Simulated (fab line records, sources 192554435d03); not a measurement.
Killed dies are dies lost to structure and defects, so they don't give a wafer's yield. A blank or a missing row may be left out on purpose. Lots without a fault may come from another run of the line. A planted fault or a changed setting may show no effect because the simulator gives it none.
Split-lot experiment | flow n5_finfet | 7 lots, 39 wafers read, on a route of 1938 steps

THE SPLIT
At N5_MOL_CONTACT_COAG_ETCH_124 (etches SiNx in CH3F/O2, stops on SiOC, target depth 6.5 nm), the setting bias_w was moved away from the recipe's 73 W on 12 of the 39 wafers read, by -15.1% to +11.2%. The other wafers ran this setting at the recipe's value.

The reading is taken at the split's own step.

THE READING
rf_vpp_V, in V, at N5_MOL_CONTACT_COAG_ETCH_124 (etches SiNx in CH3F/O2, stops on SiOC, target depth 6.5 nm). Fault-free wafers of this fab line usually give 298 V, standard deviation 3 V.

wafer  | tool, chamber at the split | bias_w as run, W | against the recipe | rf_vpp_V, V | against lot-mates on the recipe
L076.3 | rie_diel-05, 3             | 73               | recipe             | 295         | -
L076.4 | rie_diel-05, 2             | 73               | recipe             | 297         | -
L076.6 | rie_diel-05, 3             | 73               | recipe             | 296         | -
L082.1 | rie_diel-04, 3             | 62.01            | -15.1%             | 263         | -35
L082.2 | rie_diel-04, 1             | 73               | recipe             | 297         | -
L082.3 | rie_diel-04, 0             | 73               | recipe             | 302         | -
L082.4 | rie_diel-04, 2             | 73               | recipe             | 296         | -
L082.5 | rie_diel-04, 2             | 62.01            | -15.1%             | 261         | -37
L082.6 | rie_diel-04, 1             | 62.01            | -15.1%             | 261         | -37
L083.1 | rie_diel-01, 2             | 73               | recipe             | 303         | -
L083.2 | rie_diel-01, 0             | 68               | -6.8%              | 283         | -16
L083.3 | rie_diel-01, 3             | 73               | recipe             | 293         | -
L083.4 | rie_diel-01, 1             | 68               | -6.8%              | 279         | -20
L083.5 | rie_diel-01, 0             | 73               | recipe             | 301         | -
L083.6 | rie_diel-01, 3             | 68               | -6.8%              | 275         | -24
L086.1 | rie_diel-01, 0             | 73               | recipe             | 300         | -
L086.2 | rie_diel-01, 3             | 81.2             | +11.2%             | 318         | +23
L086.3 | rie_diel-01, 1             | 73               | recipe             | 294         | -
L086.4 | rie_diel-01, 2             | 81.2             | +11.2%             | 329         | +34
L086.5 | rie_diel-01, 3             | 73               | recipe             | 292         | -
L086.6 | rie_diel-01, 2             | 81.2             | +11.2%             | 332         | +37
L089.1 | rie_diel-04, 2             | 67.2             | -7.9%              | 277         | -23
L089.2 | rie_diel-04, 3             | 73               | recipe             | 299         | -
L089.3 | rie_diel-04, 0             | 73               | recipe             | 301         | -
L089.4 | rie_diel-04, 3             | 73               | recipe             | 299         | -
L089.5 | rie_diel-04, 0             | 67.2             | -7.9%              | 282         | -18
L089.6 | rie_diel-04, 2             | 67.2             | -7.9%              | 278         | -22
L090.1 | rie_diel-04, 3             | 73               | recipe             | 298         | -
L090.2 | rie_diel-04, 0             | 73               | recipe             | 301         | -
L090.3 | rie_diel-04, 2             | 73               | recipe             | 296         | -
L090.4 | rie_diel-04, 0             | 73               | recipe             | 303         | -
L090.5 | rie_diel-04, 2             | 73               | recipe             | 296         | -
L090.6 | rie_diel-04, 3             | 73               | recipe             | 300         | -
L093.1 | rie_diel-01, 3             | 73               | recipe             | 293         | -
L093.2 | rie_diel-01, 1             | 73               | recipe             | 296         | -
L093.3 | rie_diel-01, 0             | 73               | recipe             | 298         | -
L093.4 | rie_diel-01, 1             | 73               | recipe             | 296         | -
L093.5 | rie_diel-01, 3             | 73               | recipe             | 293         | -
L093.6 | rie_diel-01, 0             | 73               | recipe             | 299         | -

THE FIT
A straight line over all 39 wafers: rf_vpp_V changes by +2.46 V for each +1% of bias_w; r = +0.97; the points scatter about the line by 3.4 V.
The same after taking each lot's own level away (the mean of its wafers on the recipe; 39 wafers): +2.6 V for each +1%; r = +0.98; scatter 3.2 V.
On that fit, the largest move of bias_w shifts the reading by 39 V.
The lots' own levels span 295.3 to 299.7 V, that is 1.4 times the standard deviation above.
So the lot-to-lot level changes the slope little: the two slopes agree.
Check: with one of the wafers moved furthest among these (-15.1%) left out of the fit, the line predicts -39.8 V for it against its lot-mates. It came out at -35.3 V against them.
Tool readings at the split's step, against how far the setting was moved: rf_vpp_V r = +0.97.

OTHER SPLITS ON THESE WAFERS
These wafers also went through other splits before the reading. Each is held against what the fit with the lots' levels taken away leaves over:
other split on the same wafers     | wafers away from the commonest value | r with rf_vpp_V (lot level and that fit taken away)
N5_HKMG_FIN_ETCH_86 target_depth_a | 18                                   | -0.19

THE FILE'S OWN FIT
rf_vpp_V changes by +2.59 V for each +1% of bias_w, r = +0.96.
